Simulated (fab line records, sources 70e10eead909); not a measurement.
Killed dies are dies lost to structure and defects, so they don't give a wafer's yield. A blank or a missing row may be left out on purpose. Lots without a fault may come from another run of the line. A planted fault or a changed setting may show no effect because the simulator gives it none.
Which tool did it? | flow nand_harc | 11 lots, 33 wafers sampled, at 6 steps of a route of 1159

WHAT THE GAUGES READ, wafer by wafer
NHARC_A_M1_CD_MEAS_09: target cd 120 nm. Usual: cd_nm 120.5 nm, standard deviation 0.76.
lot  | measured     | on        | cd_nm (nm)        | flag
L441 | day 17 09:02 | cd_sem-01 | 120.0 120.0 120.2 |
L443 | day 18 01:12 | cd_sem-01 | 119.0 119.7 119.7 |
L442 | day 18 02:14 | cd_sem-02 | 119.6 121.2 120.6 |
L449 | day 19 07:27 | cd_sem-01 | 120.9 121.5 120.7 |
L450 | day 20 06:56 | cd_sem-01 | 120.3 121.6 120.5 |
L454 | day 20 21:03 | cd_sem-02 | 132.4 119.9 132.7 | OFF
L452 | day 21 20:22 | cd_sem-02 | 120.9 120.1 120.0 |
L458 | day 21 20:44 | cd_sem-01 | 121.1 121.0 120.0 |
L457 | day 22 05:34 | cd_sem-03 | 119.5 120.5 119.9 |
L460 | day 22 14:39 | cd_sem-01 | 122.0 121.2 121.4 |
L462 | day 22 23:35 | cd_sem-01 | 121.1 120.8 121.3 |

NHARC_A_M1_OVL_MEAS_10: pitch 240 nm. Usual: overlay_x_nm -0.1 nm, standard deviation 0.82; overlay_y_nm -0.1 nm, standard deviation 0.9.
lot  | measured     | on         | overlay_x_nm (nm) | overlay_y_nm (nm) | flag
L441 | day 17 09:08 | overlay-02 | -0.2 -0.1 0.5     | -1.1 -0.8 -0.7    |
L443 | day 18 01:17 | overlay-02 | -0.8 -0.4 -0.1    | 1.9 1.8 2.1       |
L442 | day 18 02:20 | overlay-02 | -1.0 -0.9 -1.6    | 0.1 0.6 0.6       |
L449 | day 19 07:32 | overlay-01 | 0.7 1.0 0.9       | -1.1 -0.9 -0.9    |
L450 | day 20 07:01 | overlay-01 | -0.5 -0.7 -1.0    | -0.9 -0.4 -0.8    |
L454 | day 20 21:08 | overlay-02 | -0.9 -1.1 -0.8    | -0.4 -0.1 -0.5    |
L452 | day 21 20:26 | overlay-02 | 0.3 0.1 0.2       | -0.7 -0.7 -1.6    |
L458 | day 21 20:49 | overlay-02 | 1.6 0.5 1.0       | -0.3 -0.2 -0.8    |
L457 | day 22 05:39 | overlay-02 | -0.1 0.3 0.3      | -1.2 -1.5 -1.7    |
L460 | day 22 14:44 | overlay-02 | 0.5 0.8 1.1       | 0.4 0.3 0.1       |
L462 | day 22 23:41 | overlay-02 | 0.3 0.5 0.7       | 0.7 0.9 0.2       |

NHARC_END_SORT_01. Usual: defect_limited_yield 95.3 %, standard deviation 1.5; killed_at_array 28, standard deviation 10; killed_at_other 0.6, standard deviation 1.1; killed_at_periphery 3.6, standard deviation 2.6; killed_dies 32, standard deviation 10; killed_open 3.3, standard deviation 1.8; killed_short 1.9, standard deviation 1.4; sort_bin_2_pct 1.5 %, standard deviation 0.61; sort_bin_3_pct 0.27 %, standard deviation 0.2; sort_bin_4_pct 3.0 %, standard deviation 1; sort_n_pass 645, standard deviation 10; sort_rim_yield_pct 97.3 %, standard deviation 1.9; sort_yield_pct 95.3 %, standard deviation 1.5.
lot  | measured     | on        | defect_limited_yield (%) | killed_at_array | killed_at_other | killed_at_periphery | killed_dies | killed_open | killed_short | sort_bin_2_pct (%) | sort_bin_3_pct (%) | sort_bin_4_pct (%) | sort_n_pass | sort_rim_yield_pct (%) | sort_yield_pct (%) | flag
L441 | day 18 20:38 | prober-02 | 94.7 94.7 95.4           | 31 34 27        | 1 0 0           | 4 2 4               | 36 36 31    | 5 0 4       | 0 4 2        | 0.9 1.5 1.0        | 0.15 0.15 0.44     | 4.3 3.7 3.1        | 641 641 646 | 95.3 97.2 96.2         | 94.7 94.7 95.4     |
L443 | day 19 11:27 | prober-02 | 95.4 95.1 95.4           | 28 32 30        | 0 0 0           | 3 1 1               | 31 33 31    | 3 3 1       | 2 3 3        | 1.3 1.5 0.6        | 0.30 0 1.18        | 3.0 3.4 2.8        | 646 644 646 | 98.1 98.1 99.1         | 95.4 95.1 95.4     |
L442 | day 20 00:34 | prober-01 | 97.5 98.1 96.3           | 14 8 24         | 0 0 0           | 3 5 1               | 17 13 25    | 7 3 8       | 1 1 1        | 1.0 0.7 1.3        | 0.15 0 0.30        | 1.3 1.2 2.1        | 660 664 652 | 99.1 99.1 97.2         | 97.5 98.1 96.3     |
L449 | day 20 21:31 | prober-02 | 93.2 93.8 95.9           | 33 35 23        | 6 6 1           | 7 1 4               | 46 42 28    | 6 3 0       | 0 2 1        | 2.2 2.4 1.0        | 0.44 0.44 0.30     | 4.1 3.4 2.8        | 631 635 649 | 97.2 99.1 96.2         | 93.2 93.8 95.9     | OFF
L450 | day 22 01:18 | prober-01 | 95.3 93.1 93.1           | 29 37 44        | 3 3 1           | 0 7 2               | 32 47 47    | 2 1 4       | 1 3 2        | 2.7 1.6 1.3        | 0.30 0.59 0.44     | 1.8 4.7 5.2        | 645 630 630 | 98.1 92.5 98.1         | 95.3 93.1 93.1     |
L454 | day 22 09:46 | prober-01 | 94.8 94.8 95.1           | 33 32 26        | 1 0 0           | 1 3 7               | 35 35 33    | 4 5 6       | 3 1 1        | 1.5 1.6 1.9        | 0 0 0.15           | 3.7 3.5 2.8        | 642 642 644 | 95.3 96.2 95.3         | 94.8 94.8 95.1     |
L452 | day 23 06:19 | prober-01 | 97.6 97.2 96.8           | 11 17 18        | 0 0 0           | 5 2 4               | 16 19 22    | 3 4 1       | 2 4 0        | 0.1 0.7 0.6        | 0.15 0.15 0.30     | 2.1 1.9 2.4        | 661 658 655 | 99.1 95.3 98.1         | 97.6 97.2 96.8     |
L458 | day 23 16:33 | prober-01 | 95.4 94.8 95.0           | 28 34 34        | 0 0 0           | 3 1 0               | 31 35 34    | 4 1 5       | 3 5 1        | 2.2 1.2 1.8        | 0.15 0.15 0.59     | 2.2 3.8 2.7        | 646 642 643 | 96.2 96.2 95.3         | 95.4 94.8 95.0     |
L457 | day 23 19:49 | prober-02 | 96.5 96.2 95.4           | 21 21 25        | 0 0 0           | 3 5 6               | 24 26 31    | 5 3 3       | 1 1 4        | 1.3 1.0 1.3        | 0 0 0.30           | 2.2 2.8 3.0        | 653 651 646 | 97.2 96.2 94.3         | 96.5 96.2 95.4     |
L460 | day 24 03:51 | prober-01 | 91.4 94.1 93.4           | 55 40 44        | 2 0 0           | 1 0 1               | 58 40 45    | 6 3 5       | 5 1 0        | 2.7 2.5 1.8        | 0.44 0.15 0.44     | 5.5 3.2 4.4        | 619 637 632 | 91.5 98.1 96.2         | 91.4 94.1 93.4     |
L462 | day 24 11:26 | prober-02 | 94.2 94.7 94.4           | 38 34 35        | 0 0 1           | 1 2 2               | 39 36 38    | 3 3 2       | 1 3 2        | 2.4 1.3 1.2        | 0 0.15 0.15        | 3.4 3.8 4.3        | 638 641 639 | 98.1 98.1 100.0        | 94.2 94.7 94.4     |

WHICH TOOL RAN EACH LOT (tool, then ch and the chambers of the sampled wafers, then the start)
lot  | NHARC_A_M1_EXPOSE_06               | NHARC_A_M1_ETCH_15                            | NHARC_A_M1_DEGAS_29
L441 | arfi_scanner-03 ch 0, day 17 08:54 | rie_diel-02 ch 0,1,2, day 17 10:15 or earlier | pvd_sputter-03, day 17 10:15
L443 | arfi_scanner-02 ch 0, day 18 01:04 | rie_diel-06 ch 0,3, day 18 02:25 or earlier   | pvd_sputter-02, day 18 02:25
L442 | arfi_scanner-03 ch 0, day 18 02:06 | rie_diel-06 ch 1,2, day 18 03:28 or earlier   | pvd_sputter-01, day 18 03:28
L449 | arfi_scanner-03 ch 0, day 19 07:19 | rie_diel-02 ch 0,1, day 19 08:45 or earlier   | pvd_sputter-01, day 19 08:45
L450 | arfi_scanner-03 ch 0, day 20 06:47 | rie_diel-06 ch 2,3, day 20 08:10 or earlier   | pvd_sputter-02, day 20 08:10
L454 | arfi_scanner-03 ch 0, day 20 20:55 | rie_diel-02 ch 0,1, day 20 22:16 or earlier   | pvd_sputter-02, day 20 22:16
L452 | arfi_scanner-03 ch 0, day 21 20:13 | rie_diel-02 ch 0,1,3, day 21 21:34 or earlier | pvd_sputter-01, day 21 21:34
L458 | arfi_scanner-01 ch 0, day 21 20:36 | rie_diel-06 ch 1,2, day 21 21:57 or earlier   | pvd_sputter-02, day 21 21:57
L457 | arfi_scanner-02 ch 0, day 22 05:25 | rie_diel-08 ch 0,1, day 22 06:47 or earlier   | pvd_sputter-03, day 22 06:47
L460 | arfi_scanner-02 ch 0, day 22 14:31 | rie_diel-08 ch 0,2,3, day 22 15:51 or earlier | pvd_sputter-02, day 22 15:51
L462 | arfi_scanner-02 ch 0, day 22 23:27 | rie_diel-06 ch 0,2,3, day 23 00:48 or earlier | pvd_sputter-01, day 23 00:48
- NHARC_A_M1_EXPOSE_06: exposes mask A M1, target cd 120 nm.
- NHARC_A_M1_ETCH_15: etches the open film in C4F8/Ar, target depth 182.5 nm, time 91.2 s.
- NHARC_A_M1_DEGAS_29: time 60 s.

WHAT THE TOOLS THEMSELVES READ (means of the sampled wafers that have a number; where no wafer has one, the mark that the record gives instead)
NHARC_A_M1_EXPOSE_06. Usual: exposure_dose_mJ_cm2 75.10, standard deviation 0.074; reticle_temp_C 22.99 C, standard deviation 0.11.
lot  | tool            | exposure_dose_mJ_cm2 | reticle_temp_C (C) | flag
L441 | arfi_scanner-03 | 75.10                | 23.11              |
L443 | arfi_scanner-02 | 75.13                | 22.89              |
L442 | arfi_scanner-03 | 75.14                | 22.88              |
L449 | arfi_scanner-03 | 75.10                | 23.12              |
L450 | arfi_scanner-03 | 75.14                | 22.85              |
L454 | arfi_scanner-03 | 75.10                | 22.98              |
L452 | arfi_scanner-03 | 75.20                | 22.89              |
L458 | arfi_scanner-01 | 75.17                | 23.00              |
L457 | arfi_scanner-02 | 75.09                | 23.06              |
L460 | arfi_scanner-02 | 75.05                | 23.15              |
L462 | arfi_scanner-02 | 75.06                | 22.97              |

NHARC_A_M1_ETCH_15. Usual: oes_product_au 0.947 a.u., standard deviation 0.024; rf_vpp_V 442.2 V, standard deviation 1.8.
lot  | tool        | oes_product_au (a.u.) | rf_vpp_V (V) | flag
L441 | rie_diel-02 | 0.956                 | 442.6        |
L443 | rie_diel-06 | 0.975                 | 444.3        |
L442 | rie_diel-06 | 0.928                 | 441.9        |
L449 | rie_diel-02 | 0.930                 | 441.3        |
L450 | rie_diel-06 | 0.952                 | 443.6        |
L454 | rie_diel-02 | 0.928                 | 442.0        |
L452 | rie_diel-02 | 0.926                 | 441.0        |
L458 | rie_diel-06 | 0.921                 | 441.5        |
L457 | rie_diel-08 | 0.936                 | 440.9        |
L460 | rie_diel-08 | 0.960                 | 441.7        |
L462 | rie_diel-06 | 0.950                 | 443.6        |

NHARC_A_M1_DEGAS_29. Usual: heater_power_w 339 W, standard deviation 24.
lot  | tool           | heater_power_w (W) | flag
L441 | pvd_sputter-03 | 369                |
L443 | pvd_sputter-02 | 333                |
L442 | pvd_sputter-01 | 323                |
L449 | pvd_sputter-01 | 321                |
L450 | pvd_sputter-02 | 322                |
L454 | pvd_sputter-02 | 323                |
L452 | pvd_sputter-01 | 324                |
L458 | pvd_sputter-02 | 335                |
L457 | pvd_sputter-03 | 370                |
L460 | pvd_sputter-02 | 330                |
L462 | pvd_sputter-01 | 319                |

THE ANSWER, worked out from the rows above alone
Rule: a lot is off if the mean of its wafers that have a number lies more than 3 standard deviations from the usual mean. A lot without any number at a reading at which 4 lots or more have one is off too. The other lots that the step has rows for count as sound. The gauges are gone through in route order, then the tools' own readings, and for those a lot's mean is taken as printed above. The first step at which some lot is off is used, and at that step the reading that is off furthest; a lot without a number counts as furthest.
Off: L454, at NHARC_A_M1_CD_MEAS_09 (cd_nm).
A tool fits if, at a process step before that reading, it ran every lot that is off, and no sound lot after the first of them. The gauges at NHARC_A_M1_CD_MEAS_09 are tried like those tools. None of those tried fits.

WHAT THE SIMULATOR HAD PUT IN
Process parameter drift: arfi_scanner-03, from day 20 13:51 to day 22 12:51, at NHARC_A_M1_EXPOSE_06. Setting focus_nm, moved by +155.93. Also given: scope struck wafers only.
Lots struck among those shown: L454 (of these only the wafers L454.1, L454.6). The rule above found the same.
